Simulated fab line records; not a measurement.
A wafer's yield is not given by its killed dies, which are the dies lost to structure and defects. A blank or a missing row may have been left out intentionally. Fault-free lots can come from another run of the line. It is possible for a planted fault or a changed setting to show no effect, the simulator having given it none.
fab line records	flow n5_finfet
record lots=24	wafers=72	last_day=19
route steps=1938 shown START@1 WELL_APT@30 PMOS_HMC_CHANNEL_EPI@74 FIN_SAQP@141 FIN_CUT@165
lots that met no fault: from a run of the same line without faults
start_h: hours from the record's opening day to when the first of the lot's shown wafers began	wait_h: how many hours have passed since the lot's step before this one	" as in the row above	L1.1+2: several wafers, shown together as one row	- no value, or no start given	* or withheld: withheld	< > ~ a bound
route shown NAME@n: names a module that has steps shown in the file, with the first one's number in the route	usual: the fault-free wafers' mean and standard deviation	same: alike in all rows	chamber/n: place in a boat	sites: the reading at each site	_std_site: the standard deviation of these	_edge_site: mean of outer sites minus mean of inner sites	radius_mm: for every site, how far away it sits from the centre of the wafer	mask NAME#n: copy n	behind: the tool/chamber that last shaped the wafer	hold: cause of the lot's hold/its duration in hours/its outcome	device: names the non-switching transistor (n, p or np)	end of line: tests run on the same wafers once the route is complete	for a step that has no rows: nothing shown but its recipe	killed: at the first sort, the dies lost to defects and structure; wafer yield is something else	map: shows each die of a wafer: x if killed, . if not, _ if none is there
set.NAME: the run value of the setting; set.NAME@STEP: its run value at that earlier step	model.NAME: the simulator's own value behind a step, which no gauge read
steps of the route over a sample of lots; a table a step, a row a wafer
services: from which hour (start_h, from the record's first day; less than 0 if before it) a tool's chamber was out of use, for how many hours, and why
## steps
# step N5_START_INSPECT_01
# recipe inspect_instrument=unpatterned_scan	mode=incoming
# usual raw_defect_count=5.6/2.3
lot.wafer	tool	chamber	start_h	wait_h	raw_defect_count
L074.1	defect_inspect-01	-	12.03	-	9
L074.4	"	-	"	"	3
L074.6	"	-	"	"	4
L075.1	defect_inspect-02	-	18.03	-	4
L075.2	"	-	"	"	5
L075.6	"	-	"	"	6
L076.3	defect_inspect-01	-	24.03	-	9
L076.4	"	-	"	"	8
L076.6	"	-	"	"	6
L077.4	defect_inspect-01	-	30.04	-	6
L077.5	"	-	"	"	9
L077.6	"	-	"	"	6
L078.2	defect_inspect-01	-	36.03	-	1
L078.3	"	-	"	"	4
L078.6	"	-	"	"	5
L079.1	defect_inspect-02	-	42.03	-	13
L079.4	"	-	"	"	3
L079.6	"	-	"	"	7
L080.2	defect_inspect-01	-	48.03	-	5
L080.4	"	-	"	"	4
L080.5	"	-	"	"	3
L081.1	defect_inspect-01	-	54.03	-	2
L081.2	"	-	"	"	8
L081.6	"	-	"	"	9
L082.1	defect_inspect-02	-	60.03	-	7
L082.3	"	-	"	"	4
L082.4	"	-	"	"	8
L083.2	defect_inspect-01	-	66.03	-	6
L083.3	"	-	"	"	4
L083.6	"	-	"	"	11
L084.1	defect_inspect-01	-	72.03	-	3
L084.3	"	-	"	"	7
L084.4	"	-	"	"	7
L085.1	defect_inspect-01	-	78.03	-	6
L085.4	"	-	"	"	1
L085.6	"	-	"	"	6
L086.2	defect_inspect-01	-	84.03	-	7
L086.4	"	-	"	"	7
L086.5	"	-	"	"	4
L087.1	defect_inspect-02	-	90.03	-	8
L087.2	"	-	"	"	4
L087.5	"	-	"	"	5
L088.2	defect_inspect-01	-	96.03	-	5
L088.3	"	-	"	"	5
L088.6	"	-	"	"	4
L089.2	defect_inspect-01	-	102.03	-	3
L089.3	"	-	"	"	8
L089.5	"	-	"	"	3
L090.2	defect_inspect-01	-	108.03	-	6
L090.4	"	-	"	"	5
L090.6	"	-	"	"	9
L091.2	defect_inspect-01	-	114.03	-	8
L091.5	"	-	"	"	2
L091.6	"	-	"	"	2
L092.1	defect_inspect-01	-	120.03	-	7
L092.2	"	-	"	"	6
L092.4	"	-	"	"	4
L093.2	defect_inspect-02	-	126.03	-	7
L093.4	"	-	"	"	5
L093.6	"	-	"	"	4
L094.1	defect_inspect-02	-	132.03	-	5
L094.3	"	-	"	"	7
L094.4	"	-	"	"	5
L095.2	defect_inspect-01	-	138.03	-	8
L095.5	"	-	"	"	6
L095.6	"	-	"	"	6
L096.2	defect_inspect-01	-	144.03	-	10
L096.5	"	-	"	"	1
L096.6	"	-	"	"	7
L097.1	defect_inspect-02	-	150.03	-	6
L097.5	"	-	"	"	2
L097.6	"	-	"	"	5
# step N5_WELL_APT_INSPECT_10
# recipe mode=adi	inspect_instrument=macro
# usual raw_defect_count=2.1/1.3
lot.wafer	tool	chamber	start_h	wait_h	raw_defect_count
L074.1	defect_inspect-01	-	13.73	0.0	1
L074.4	"	-	"	"	3
L074.6	"	-	"	"	1
L075.1	defect_inspect-01	-	19.74	0.0	4
L075.2	"	-	"	"	1
L075.6	"	-	"	"	3
L076.3	defect_inspect-02	-	25.74	0.0	2
L076.4	"	-	"	"	2
L076.6	"	-	"	"	1
L077.4	defect_inspect-01	-	31.64	0.0	1
L077.5	"	-	"	"	0
L077.6	"	-	"	"	4
L078.2	defect_inspect-02	-	37.99	0.0	0
L078.3	"	-	"	"	1
L078.6	"	-	"	"	3
L079.1	defect_inspect-01	-	43.76	0.0	2
L079.4	"	-	"	"	4
L079.6	"	-	"	"	2
L080.2	defect_inspect-02	-	49.88	0.0	0
L080.4	"	-	"	"	2
L080.5	"	-	"	"	3
L081.1	defect_inspect-02	-	55.61	0.0	2
L081.2	"	-	"	"	4
L081.6	"	-	"	"	1
L082.1	defect_inspect-01	-	61.61	0.0	2
L082.3	"	-	"	"	1
L082.4	"	-	"	"	2
L083.2	defect_inspect-01	-	67.62	0.0	3
L083.3	"	-	"	"	2
L083.6	"	-	"	"	2
L084.1	defect_inspect-01	-	73.76	0.0	1
L084.3	"	-	"	"	1
L084.4	"	-	"	"	2
L085.1	defect_inspect-01	-	79.79	0.0	3
L085.4	"	-	"	"	2
L085.6	"	-	"	"	3
L086.2	defect_inspect-01	-	86.41	0.0	1
L086.4	"	-	"	"	2
L086.5	"	-	"	"	4
L087.1	defect_inspect-01	-	91.93	0.0	1
L087.2	"	-	"	"	2
L087.5	"	-	"	"	1
L088.2	defect_inspect-02	-	97.81	0.0	1
L088.3	"	-	"	"	3
L088.6	"	-	"	"	1
L089.2	defect_inspect-02	-	103.85	0.0	3
L089.3	"	-	"	"	1
L089.5	"	-	"	"	1
L090.2	defect_inspect-01	-	109.62	0.0	2
L090.4	"	-	"	"	2
L090.6	"	-	"	"	0
L091.2	defect_inspect-02	-	115.61	0.0	2
L091.5	"	-	"	"	1
L091.6	"	-	"	"	3
L092.1	defect_inspect-01	-	122.75	0.0	3
L092.2	"	-	"	"	2
L092.4	"	-	"	"	3
L093.2	defect_inspect-02	-	128.06	0.0	3
L093.4	"	-	"	"	1
L093.6	"	-	"	"	2
L094.1	defect_inspect-01	-	134.46	0.0	3
L094.3	"	-	"	"	3
L094.4	"	-	"	"	1
L095.2	defect_inspect-01	-	141.57	0.0	3
L095.5	"	-	"	"	1
L095.6	"	-	"	"	2
L096.2	defect_inspect-01	-	146.62	0.0	1
L096.5	"	-	"	"	3
L096.6	"	-	"	"	0
L097.1	defect_inspect-02	-	151.62	0.0	0
L097.5	"	-	"	"	2
L097.6	"	-	"	"	2
# step N5_PMOS_HMC_CHANNEL_EPI_FIN_RECESS_16
# recipe chemistry=HBr/Cl2	target=Si	mask_material=SiO2	target_depth_a=540	time_s=18	pressure_mtorr=10	icp_w=800	bias_w=75	HBr_flow_sccm=150	Cl2_flow_sccm=80
# usual drypump_motor_current_A=5.8/0.41	oes_product_au=1.003/0.021	throttle_valve_pct=35.5/0.39
lot.wafer	tool	chamber	start_h	wait_h	drypump_motor_current_A	oes_product_au	rf_hours_counter_h	throttle_valve_pct
L074.1	rie_si-06	3	17.67	0.0	5.6	0.960	13	35.8
L074.4	"	1	"	"	5.6	0.991	197	35.8
L074.6	"	1	"	"	5.6	0.994	-	35.8
L075.1	rie_si-06	3	23.70	0.0	5.7	0.972	13	35.8
L075.2	"	0	"	"	6.0	0.969	47	36.1
L075.6	"	1	"	"	5.6	0.999	-	35.8
L076.3	rie_si-02	1	29.52	0.0	6.6	0.983	22	35.2
L076.4	"	3	"	"	6.2	1.010	60	36.0
L076.6	"	0	"	"	5.8	1.034	-	35.3
L077.4	rie_si-04	3	36.34	0.0	6.1	0.989	57	35.2
L077.5	"	3	"	"	6.1	0.997	-	35.2
L077.6	"	2	"	"	5.6	1.010	-	35.1
L078.2	rie_si-06	2	41.98	0.0	5.1	1.015	55	35.7
L078.3	"	0	"	"	6.1	0.972	48	36.1
L078.6	"	3	"	"	5.6	0.970	-	35.8
L079.1	rie_si-06	0	48.18	0.0	6.1	0.979	48	36.1
L079.4	"	3	"	"	5.7	0.977	14	35.8
L079.6	"	1	"	"	5.6	0.985	-	35.8
L080.2	rie_si-04	0	53.76	0.0	5.4	1.015	138	35.6
L080.4	"	3	"	"	6.1	0.990	57	35.2
L080.5	"	1	"	"	5.7	1.011	-	35.0
L081.1	rie_si-04	3	59.58	0.0	6.1	0.989	57	35.2
L081.2	"	1	"	"	5.6	0.992	145	35.0
L081.6	"	0	"	"	5.4	1.002	-	35.6
L082.1	rie_si-06	3	66.31	0.0	5.7	0.967	14	35.8
L082.3	"	0	"	"	6.1	0.969	48	36.1
L082.4	"	2	"	"	5.1	1.010	55	35.7
L083.2	rie_si-02	1	71.78	0.0	6.5	0.979	23	35.2
L083.3	"	3	"	"	6.2	1.009	61	36.0
L083.6	"	2	"	"	6.0	1.024	-	35.0
L084.1	rie_si-06	1	77.68	0.0	5.6	0.985	198	35.8
L084.3	"	0	"	"	6.0	0.963	48	36.1
L084.4	"	2	"	"	5.1	1.004	55	35.6
L085.1	rie_si-02	0	83.58	0.0	5.8	1.028	134	35.3
L085.4	"	3	"	"	6.2	1.028	61	36.0
L085.6	"	2	"	"	6.0	1.017	-	34.9
L086.2	rie_si-02	0	90.58	0.0	5.8	1.027	134	35.3
L086.4	"	1	"	"	6.5	0.981	23	35.2
L086.5	"	3	"	"	6.2	1.013	-	36.0
L087.1	rie_si-06	1	96.30	0.0	5.6	0.988	199	35.8
L087.2	"	3	"	"	5.6	0.975	15	35.8
L087.5	"	1	"	"	5.6	0.977	-	35.8
L088.2	rie_si-06	2	102.01	0.0	5.1	1.029	56	35.6
L088.3	"	2	"	"	5.1	1.023	-	35.6
L088.6	"	2	"	"	5.1	1.031	-	35.7
L089.2	rie_si-02	0	108.59	0.0	5.8	1.031	134	35.3
L089.3	"	1	"	"	6.5	0.968	24	35.2
L089.5	"	1	"	"	6.5	0.984	-	35.2
L090.2	rie_si-02	2	114.17	0.0	5.9	1.013	58	34.9
L090.4	"	2	"	"	5.9	1.026	-	34.9
L090.6	"	0	"	"	5.8	1.028	-	35.3
L091.2	rie_si-02	2	121.35	0.0	5.9	1.028	58	34.9
L091.5	"	1	"	"	6.6	0.990	-	35.2
L091.6	"	0	"	"	5.8	1.029	-	35.3
L092.1	rie_si-02	3	127.04	0.0	6.2	1.015	62	36.0
L092.2	"	2	"	"	5.9	1.004	58	34.9
L092.4	"	1	"	"	6.6	0.970	24	35.2
L093.2	rie_si-04	2	133.27	0.0	5.5	1.025	59	35.1
L093.4	"	1	"	"	5.6	1.014	147	35.0
L093.6	"	3	"	"	6.1	0.997	-	35.2
L094.1	rie_si-06	2	140.50	0.0	5.1	1.028	56	35.6
L094.3	"	0	"	"	6.1	0.971	50	36.1
L094.4	"	3	"	"	5.7	0.984	16	35.8
L095.2	rie_si-02	3	146.13	0.0	6.2	1.009	62	36.0
L095.5	"	2	"	"	5.9	1.022	-	34.9
L095.6	"	1	"	"	6.5	0.979	-	35.2
L096.2	rie_si-02	1	150.98	0.0	6.6	0.989	24	35.2
L096.5	"	2	"	"	5.9	1.019	-	34.9
L096.6	"	3	"	"	6.2	1.019	-	36.0
L097.1	rie_si-02	3	156.64	0.0	6.2	1.020	62	36.0
L097.5	"	2	"	"	5.9	1.016	-	35.0
L097.6	"	1	"	"	6.6	0.984	-	35.2
# step N5_FIN_SAQP_CD_MEAS_31
# recipe target_cd_nm=8	landing_energy_ev=1000	detector=se_inlens	polarity=line
# usual cd_nm=8.09/0.2
lot.wafer	tool	chamber	start_h	wait_h	cd_nm
L074.1	cd_sem-01	0	25.79	0.1	8.19
L074.4	"	0	"	"	8.22
L074.6	"	0	"	"	7.87
L075.1	cd_sem-03	0	31.09	0.1	8.01
L075.2	"	0	"	"	8.33
L075.6	"	0	"	"	8.54
L076.3	cd_sem-02	0	38.10	0.1	8.04
L076.4	"	0	"	"	7.70
L076.6	"	0	"	"	7.91
L077.4	cd_sem-02	0	44.61	0.1	7.89
L077.5	"	0	"	"	7.93
L077.6	"	0	"	"	8.23
L078.2	cd_sem-02	0	50.29	0.1	8.27
L078.3	"	0	"	"	8.17
L078.6	"	0	"	"	8.03
L079.1	cd_sem-02	0	55.66	0.1	8.08
L079.4	"	0	"	"	8.11
L079.6	"	0	"	"	8.06
L080.2	cd_sem-01	0	60.90	0.1	7.95
L080.4	"	0	"	"	8.51
L080.5	"	0	"	"	7.91
L081.1	cd_sem-02	0	67.16	0.1	8.19
L081.2	"	0	"	"	8.09
L081.6	"	0	"	"	7.99
L082.1	cd_sem-01	0	74.99	0.1	8.09
L082.3	"	0	"	"	8.47
L082.4	"	0	"	"	7.97
L083.2	cd_sem-02	0	79.40	0.1	8.06
L083.3	"	0	"	"	7.92
L083.6	"	0	"	"	8.45
L084.1	cd_sem-02	0	85.69	0.1	7.65
L084.3	"	0	"	"	8.09
L084.4	"	0	"	"	7.76
L085.1	cd_sem-01	0	91.69	0.1	8.11
L085.4	"	0	"	"	7.89
L085.6	"	0	"	"	8.12
L086.2	cd_sem-01	0	102.09	0.1	7.97
L086.4	"	0	"	"	8.14
L086.5	"	0	"	"	8.19
L087.1	cd_sem-03	0	105.04	0.1	7.84
L087.2	"	0	"	"	7.88
L087.5	"	0	"	"	8.25
L088.2	cd_sem-01	0	110.30	0.1	8.01
L088.3	"	0	"	"	8.12
L088.6	"	0	"	"	8.32
L089.2	cd_sem-03	0	118.67	0.1	8.10
L089.3	"	0	"	"	8.01
L089.5	"	0	"	"	7.93
L090.2	cd_sem-01	0	122.72	0.1	8.24
L090.4	"	0	"	"	7.98
L090.6	"	0	"	"	8.15
L091.2	cd_sem-02	0	129.13	0.1	8.35
L091.5	"	0	"	"	8.36
L091.6	"	0	"	"	8.05
L092.1	cd_sem-01	0	134.46	0.1	7.91
L092.2	"	0	"	"	8.03
L092.4	"	0	"	"	8.33
L093.2	cd_sem-02	0	141.62	0.1	8.10
L093.4	"	0	"	"	7.82
L093.6	"	0	"	"	7.93
L094.1	cd_sem-01	0	148.47	0.1	8.19
L094.3	"	0	"	"	8.22
L094.4	"	0	"	"	8.29
L095.2	cd_sem-03	0	154.25	0.1	8.62
L095.5	"	0	"	"	8.32
L095.6	"	0	"	"	8.23
L096.2	cd_sem-01	0	160.62	0.1	8.24
L096.5	"	0	"	"	8.05
L096.6	"	0	"	"	8.28
L097.1	cd_sem-02	0	164.28	0.1	7.81
L097.5	"	0	"	"	8.15
L097.6	"	0	"	"	7.99
# step N5_FIN_SAQP_INSPECT_40
# recipe inspect_instrument=brightfield	mode=aei
# usual raw_defect_count=230/59
lot.wafer	tool	chamber	start_h	wait_h	raw_defect_count
L074.1	defect_inspect-01	-	26.38	0.0	190
L074.4	"	-	"	"	160
L074.6	"	-	"	"	271
L075.1	defect_inspect-01	-	31.76	0.0	146
L075.2	"	-	"	"	251
L075.6	"	-	"	"	252
L076.3	defect_inspect-01	-	38.68	0.0	205
L076.4	"	-	"	"	271
L076.6	"	-	"	"	333
L077.4	defect_inspect-01	-	45.20	0.0	257
L077.5	"	-	"	"	228
L077.6	"	-	"	"	249
L078.2	defect_inspect-01	-	50.87	0.0	217
L078.3	"	-	"	"	249
L078.6	"	-	"	"	357
L079.1	defect_inspect-01	-	56.25	0.0	282
L079.4	"	-	"	"	274
L079.6	"	-	"	"	198
L080.2	defect_inspect-02	-	61.56	0.0	253
L080.4	"	-	"	"	182
L080.5	"	-	"	"	265
L081.1	defect_inspect-02	-	67.74	0.0	258
L081.2	"	-	"	"	179
L081.6	"	-	"	"	337
L082.1	defect_inspect-02	-	75.68	0.0	193
L082.3	"	-	"	"	137
L082.4	"	-	"	"	164
L083.2	defect_inspect-01	-	79.99	0.0	243
L083.3	"	-	"	"	155
L083.6	"	-	"	"	209
L084.1	defect_inspect-02	-	86.29	0.0	298
L084.3	"	-	"	"	211
L084.4	"	-	"	"	328
L085.1	defect_inspect-01	-	92.28	0.0	126
L085.4	"	-	"	"	102
L085.6	"	-	"	"	196
L086.2	defect_inspect-02	-	102.80	0.0	276
L086.4	"	-	"	"	218
L086.5	"	-	"	"	170
L087.1	defect_inspect-02	-	105.63	0.0	204
L087.2	"	-	"	"	361
L087.5	"	-	"	"	323
L088.2	defect_inspect-02	-	110.91	0.0	218
L088.3	"	-	"	"	239
L088.6	"	-	"	"	176
L089.2	defect_inspect-01	-	119.46	0.0	162
L089.3	"	-	"	"	277
L089.5	"	-	"	"	249
L090.2	defect_inspect-01	-	123.43	0.0	280
L090.4	"	-	"	"	297
L090.6	"	-	"	"	494
L091.2	defect_inspect-01	-	129.71	0.0	186
L091.5	"	-	"	"	202
L091.6	"	-	"	"	194
L092.1	defect_inspect-01	-	135.11	0.0	235
L092.2	"	-	"	"	200
L092.4	"	-	"	"	233
L093.2	defect_inspect-01	-	142.20	0.0	102
L093.4	"	-	"	"	202
L093.6	"	-	"	"	185
L094.1	defect_inspect-02	-	149.10	0.0	260
L094.3	"	-	"	"	223
L094.4	"	-	"	"	182
L095.2	defect_inspect-02	-	155.22	0.2	256
L095.5	"	-	"	"	182
L095.6	"	-	"	"	257
L096.2	defect_inspect-02	-	161.31	0.0	252
L096.5	"	-	"	"	195
L096.6	"	-	"	"	296
L097.1	defect_inspect-01	-	164.87	0.0	261
L097.5	"	-	"	"	292
L097.6	"	-	"	"	176
# step N5_FIN_CUT_INSPECT_10
# recipe mode=adi	inspect_instrument=brightfield
# usual raw_defect_count=40/11
lot.wafer	tool	chamber	start_h	wait_h	raw_defect_count
L074.1	defect_inspect-01	-	26.89	0.1	42
L074.4	"	-	"	"	32
L074.6	"	-	"	"	44
L075.1	defect_inspect-01	-	32.28	0.1	25
L075.2	"	-	"	"	49
L075.6	"	-	"	"	42
L076.3	defect_inspect-02	-	39.19	0.0	36
L076.4	"	-	"	"	44
L076.6	"	-	"	"	61
L077.4	defect_inspect-01	-	45.59	0.0	46
L077.5	"	-	"	"	39
L077.6	"	-	"	"	30
L078.2	defect_inspect-02	-	51.39	0.0	37
L078.3	"	-	"	"	53
L078.6	"	-	"	"	60
L079.1	defect_inspect-02	-	56.64	0.1	43
L079.4	"	-	"	"	47
L079.6	"	-	"	"	44
L080.2	defect_inspect-01	-	61.96	0.1	39
L080.4	"	-	"	"	40
L080.5	"	-	"	"	35
L081.1	defect_inspect-01	-	68.26	0.1	36
L081.2	"	-	"	"	29
L081.6	"	-	"	"	46
L082.1	defect_inspect-01	-	76.20	0.1	34
L082.3	"	-	"	"	32
L082.4	"	-	"	"	41
L083.2	defect_inspect-02	-	80.38	0.0	62
L083.3	"	-	"	"	36
L083.6	"	-	"	"	41
L084.1	defect_inspect-01	-	86.68	0.1	42
L084.3	"	-	"	"	39
L084.4	"	-	"	"	40
L085.1	defect_inspect-02	-	92.80	0.1	26
L085.4	"	-	"	"	22
L085.6	"	-	"	"	48
L086.2	defect_inspect-01	-	103.19	0.0	32
L086.4	"	-	"	"	24
L086.5	"	-	"	"	23
L087.1	defect_inspect-02	-	106.15	0.1	37
L087.2	"	-	"	"	56
L087.5	"	-	"	"	69
L088.2	defect_inspect-02	-	111.30	0.0	49
L088.3	"	-	"	"	34
L088.6	"	-	"	"	33
L089.2	defect_inspect-02	-	119.98	0.0	24
L089.3	"	-	"	"	42
L089.5	"	-	"	"	25
L090.2	defect_inspect-02	-	123.82	0.0	57
L090.4	"	-	"	"	58
L090.6	"	-	"	"	72
L091.2	defect_inspect-02	-	130.10	0.0	47
L091.5	"	-	"	"	31
L091.6	"	-	"	"	30
L092.1	defect_inspect-01	-	135.50	0.1	41
L092.2	"	-	"	"	27
L092.4	"	-	"	"	38
L093.2	defect_inspect-01	-	142.72	0.0	24
L093.4	"	-	"	"	36
L093.6	"	-	"	"	24
L094.1	defect_inspect-01	-	149.49	0.1	31
L094.3	"	-	"	"	36
L094.4	"	-	"	"	26
L095.2	defect_inspect-02	-	155.62	0.0	58
L095.5	"	-	"	"	36
L095.6	"	-	"	"	34
L096.2	defect_inspect-01	-	161.83	0.0	36
L096.5	"	-	"	"	35
L096.6	"	-	"	"	41
L097.1	defect_inspect-02	-	165.39	0.1	41
L097.5	"	-	"	"	56
L097.6	"	-	"	"	38
## services
tool	chamber	start_h	hours	kind
rie_si-06	0	7.61	7.4	repair
rie_si-02	-	62.72	0.8	repair
rie_si-04	-	74.08	0.7	repair
rie_si-04	2	87.27	5.8	repair
rie_si-04	3	89.37	8.2	repair
rie_si-06	1	97.59	-	clean
rie_si-06	1	97.59	25.1	scheduled_down
rie_si-06	1	97.59	25.1	vent_cycle
rie_si-02	3	98.19	16.3	repair
rie_si-06	3	98.29	6.3	repair
rie_si-06	-	130.95	0.1	repair
rie_si-02	1	131.36	8.1	repair
rie_si-06	-	142.29	0.3	repair
## key
fault none
